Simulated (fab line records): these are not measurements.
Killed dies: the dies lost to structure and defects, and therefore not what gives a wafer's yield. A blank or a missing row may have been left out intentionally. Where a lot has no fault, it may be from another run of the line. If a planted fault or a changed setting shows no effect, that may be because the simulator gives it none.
Comparing a struck lot with a sound one ; flow n5Finfet ; 17 steps out of a route of 1938
Sound: the wafers L498.1, L498.4, L498.6. Wafers struck: L495.1, L495.4, L495.5. The cause comes at the end.
Order at every step that has rows: each side's tool, ch and its chambers, its first start. Under that, the readings that differ: sound wafers ; struck wafers ; difference of the means ; sigmas: that difference in standard deviations of wafers without a fault.
alike: same words and numbers on both sides, and readings whose means sit less than 2 such deviations apart. not compared: any withheld reading, any reading some wafer has no value for, any bound like >300 that may hide the same value, and any number with overlapping values for which the record gives no deviation.
A row with sigmas, a row that says differs or no value, or rows on one side alone: a step with any of these is where the two part. When numbers do not overlap yet have no deviation, they are printed without sigmas and do not part them. Lack of a reading on every wafer of one side parts them only where that side has two or more wafers.

first, 8 steps without rows for these wafers: N5_BEOL_M9_PRE_CLEAN_55 (time 15 s); N5_BEOL_M9_DEP_56 (deposits SiCN from 3MS/NH3, target thk 15 nm, time 26.5 s); N5_BEOL_M10_ILD_DEP_00 (deposits SiCOH lowk from DEMS/porogen, target thk 308.51 nm, time 58 s); N5_BEOL_M10_CURE_71 (cures SiCOH lowk, time 240 s); N5_BEOL_M10_PECVD_70 (deposits SiO2 from TEOS/O2, target thk 20 nm, time 22.7 s); N5_BEOL_M10_HM_DEP_02 (deposits TiN, target thk 20 nm); N5_BEOL_M10_COAT_59 (time 60 s, resist thk 100 nm); N5_BEOL_M10_COAT_60 (time 60 s, resist thk 30 nm).
N5_BEOL_M10_COAT_05: resist thk 90 nm.
  sound on lithoTrack-05 ch 0, day 11 23:20; struck on lithoTrack-01 ch 0, day 11 08:22
reading;sound;struck;difference;sigmas
spinSpeedRpm (rpm);1501.2 1499.5 1501.0;1425.9 1424.9 1426.2;-74.9;-84
model.CAR-ArF_of_BEOL_M10_COAT_05.thkNm (nm);90 90.2 90;92.4 92.4 92.6;+2.4;
then, 6 steps without rows for these wafers: N5_BEOL_M10_EBR_07; N5_BEOL_M10_SOFTBAKE_06 (time 60 s); N5_BEOL_M10_EXPOSE_08 (exposes mask M10); N5_BEOL_M10_PEB_09 (peb time 60 s); N5_BEOL_M10_DEVELOP_10 (develop time 30 s); N5_BEOL_M10_DESCUM_16 (chemistry O2, time 7.9 s).
N5_BEOL_M10_ETCH_61: etches SiARC in CF4, target depth 39 nm, time 65 s.
  sound on rieDiel-04 ch 1,2,3, day 12 00:17; struck on rieDiel-04 ch 0,3, day 11 09:00
reading;sound;struck;difference;sigmas
cf4FlowSccm (sccm);100.47 100.68 100.06;99.99 99.24 99.77;-0.74;-3
model.CAR-ArF_of_BEOL_M10_COAT_05.thkNm (nm);55.6 55.6 55.6;58 57.8 58;+2;
  alike: chamberPressureMTorr, drypumpMotorCurrentA, etchRfOnTimeS, oesProductAu, rfVppV, showerheadPlenumPTorr, throttleValvePct
  not compared: rfHoursCounterH
then, 1 step without rows for these wafers: N5_BEOL_M10_ETCH_62 (etches SOC in N2/H2, target depth 110 nm, overetch 22 nm, time 165 s).

## WHERE THEY PART
Earliest at N5_BEOL_M10_COAT_05; latest, in this record, at N5_BEOL_M10_ETCH_61.

WHY: the cause the simulator had injected
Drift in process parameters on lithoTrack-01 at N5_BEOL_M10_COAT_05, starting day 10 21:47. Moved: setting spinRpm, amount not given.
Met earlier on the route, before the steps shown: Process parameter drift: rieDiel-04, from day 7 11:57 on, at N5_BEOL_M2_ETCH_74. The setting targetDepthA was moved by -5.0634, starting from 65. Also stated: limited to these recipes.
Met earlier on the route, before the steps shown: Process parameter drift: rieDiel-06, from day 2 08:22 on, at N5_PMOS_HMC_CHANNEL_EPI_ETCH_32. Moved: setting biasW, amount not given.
